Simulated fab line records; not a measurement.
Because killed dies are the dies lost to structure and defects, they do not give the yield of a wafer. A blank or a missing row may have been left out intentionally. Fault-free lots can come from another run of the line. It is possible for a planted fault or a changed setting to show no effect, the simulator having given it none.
Struck lot and sound lot, side by side :: flow n5Finfet :: 37 out of 1938 route steps
Sound: wafers L387.2, L387.4, L387.5. The struck wafers were L379.3, L379.5, L379.6. The cause comes at the end.
Each step with rows lists, per side, the tool, then ch with its chambers, then its first start. Under that, the readings that differ: sound wafers :: struck wafers :: difference of the means :: sigmas: that difference in standard deviations of wafers without a fault.
alike: same words and numbers on both sides, and readings whose means sit less than 2 such deviations apart. not compared: any withheld reading, any reading some wafer has no value for, any bound like >300 that may hide the same value, and any number with overlapping values for which the record gives no deviation.
A row with sigmas, a row that says differs or no value, or rows on one side alone: a step with any of these is where the two part. Numbers that don't overlap but have no deviation are shown without sigmas and don't part them. A reading missing from all wafers of one side parts the sides only when that side holds two or more wafers.

first, 9 steps without rows for these wafers: N5_BEOL_M4_ANNEAL_95 (time 240 s); N5_BEOL_M4_SPUTTER_96 (material Cu, target thk 4.5 nm, time 8.29 s); N5_BEOL_M4_ECD_50 (material Cu, target thk 300 nm); N5_BEOL_M4_ANNEAL_51 (time 90 s); N5_BEOL_M4_CMP_52 (polishes, stops on SiOC, t overpolish 6.8 s, target thk 40 nm); N5_BEOL_M4_PRE_CLEAN_60 (time 15 s); N5_BEOL_M4_CO_CAP_55 (material Co, precursor CCTBA/H2, target thk 2 nm, time 102.1 s); N5_BEOL_M4_PRE_CLEAN_56 (time 15 s); N5_BEOL_M4_DEP_57 (deposits SiCN from 3MS/NH3, target thk 8 nm, time 14 s).
N5_BEOL_M4_RC_MEAS_101:
  sound on prober-02 ch 0, day 13 16:17; struck on prober-01 ch 0, day 11 23:42
  alike: DIBL_N, DIBL_P, IOFF_N, IOFF_P, ION_N, ION_P, SS_N, SS_P, VT_N, VT_P
then, 24 steps without rows for these wafers: N5_BEOL_M5_ILD_DEP_00 (deposits SiCOH lowk from DEMS/porogen, target thk 140.64 nm, time 25.9 s); N5_BEOL_M5_CURE_79 (cures SiCOH lowk, time 240 s); N5_BEOL_M5_PECVD_70 (deposits SiO2 from TEOS/O2, target thk 16 nm, time 18 s); N5_BEOL_M5_HM_DEP_02 (deposits TiN, target thk 20 nm); N5_BEOL_M5_COAT_59 (time 60 s, resist thk 60 nm); N5_BEOL_M5_COAT_60 (time 60 s, resist thk 12 nm); N5_BEOL_M5_COAT_71 (time 60 s, resist thk 5 nm); N5_BEOL_M5_COAT_05 (resist thk 30 nm); N5_BEOL_M5_EBR_07; N5_BEOL_M5_SOFTBAKE_06 (time 60 s); N5_BEOL_M5_EXPOSE_08 (exposes mask M5, target cd 28 nm); N5_BEOL_M5_PEB_09 (peb time 60 s); N5_BEOL_M5_DEVELOP_10 (develop time 30 s); N5_BEOL_M5_DESCUM_16 (chemistry O2, time 7 s); N5_BEOL_M5_ETCH_72 (etches underlayer in N2/H2, target depth 6.5 nm, time 5.2 s); N5_BEOL_M5_ETCH_61 (etches SiARC in CF4, target depth 15.6 nm, time 26 s); N5_BEOL_M5_ETCH_62 (etches SOC in N2/H2, target depth 75 nm, overetch 15 nm, time 112.5 s); N5_BEOL_M5_STRIP_63 (strips in N2/H2); N5_BEOL_M5_STRIP_73 (strips in N2/H2); N5_BEOL_M5_STRIP_64 (strips in CF4); N5_BEOL_M5_HM_OPEN_17 (chemistry Cl2/BCl3, target TiN, target depth 20 nm, overetch 6 nm); N5_BEOL_M5_STRIP_19 (strips in O2); N5_BEOL_M5_COAT_65 (time 60 s, resist thk 60 nm); N5_BEOL_M5_COAT_66 (time 60 s, resist thk 12 nm).
N5_BEOL_M9_ECD_50: material Cu, target thk 318 nm.
  sound on ecdCu-02 ch 0,1, day 15 13:21; struck on ecdCu-02 ch 0,1, day 13 20:55
N5_BEOL_M9_CMP_52: polishes, stops on SiCOH lowk, t overpolish 7 s, target thk 140 nm.
  sound on cmp-02 ch 1,3, day 15 13:47; struck on cmp-04 ch 0,1,2, day 13 21:24
reading: timeToEndpointS (s)
sound: 65.2 66.3 65.2
struck: 0.1 0.0 0.0
difference: -65.5
sigmas: -23
  alike: headPressurePsi, motorCurrentA
-- record jumps: 2 days separate the struck wafers' starts on either side; left off in module BEOL_M9, taken up again in module PASSIVATION, whose first shown step is the route's number 1936 --
N5_PASSIVATION_PROBE_49:
  record: rows for the struck wafers here (prober-02, day 16 01:42), none for the sound ones

== WHERE THEY PART ==
At N5_BEOL_M9_CMP_52 first; at N5_PASSIVATION_PROBE_49 last (within this record only).

WHY: whatever the simulator had introduced
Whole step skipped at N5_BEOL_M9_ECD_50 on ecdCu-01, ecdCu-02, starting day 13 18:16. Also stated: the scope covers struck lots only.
